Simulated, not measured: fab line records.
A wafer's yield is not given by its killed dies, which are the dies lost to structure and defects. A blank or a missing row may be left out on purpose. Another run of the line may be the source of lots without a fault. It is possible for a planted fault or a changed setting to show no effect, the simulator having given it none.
Chamber matching    flow nand_harc    NHARC_A_STAIRCASE_CMP_450 on cmp-04: 4 sister chambers
The step polishes SiO2, target thk 200 nm. 4 wafers are shown with their chamber, then 7 later ones without.

WAFERS PAIRED WITH THEIR CHAMBERS
wafer   chamber  motor_current_A (A)
L078.1  3        11.7
L080.2  0        10.6
L083.2  1        14.2
L083.4  2        11.6

WAFERS WITH NO CHAMBER GIVEN
wafer   motor_current_A (A)
L083.5  11.7
L093.3  10.6
L093.5  15.0
L093.6  12.0
L094.1  11.5
L094.3  10.2
L094.4  13.7

WHICH CHAMBER EACH WENT THROUGH
wafer   from the rows above           in truth
L083.5  can't be placed: 3 or 2       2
L093.3  0                             0
L093.5  1                             1
L093.6  can't be placed: 3 or 2       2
L094.1  can't be placed: 2 or 3 or 0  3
L094.3  0                             0
L094.4  1                             1
Correct placement for 4 of the 7. Can't be placed from these rows: 3 (the true chamber is among the candidates in 3). 0 placed wrongly.
How it was worked out, from the rows above alone: a wafer's distance from a chamber is the root of the sum, over the readings, of the square of ((its reading less the chamber's mean) divided by the reading's scatter). If the next closest chamber is less than 2 further off than the closest, the wafer can't be placed; otherwise it belongs to the closest. For every chamber, the mean is computed from those of its wafers that are shown. The scatter (one wafer shown for each chamber): square how far every hidden wafer sits from the nearest shown wafer, average those squares and take the square root.
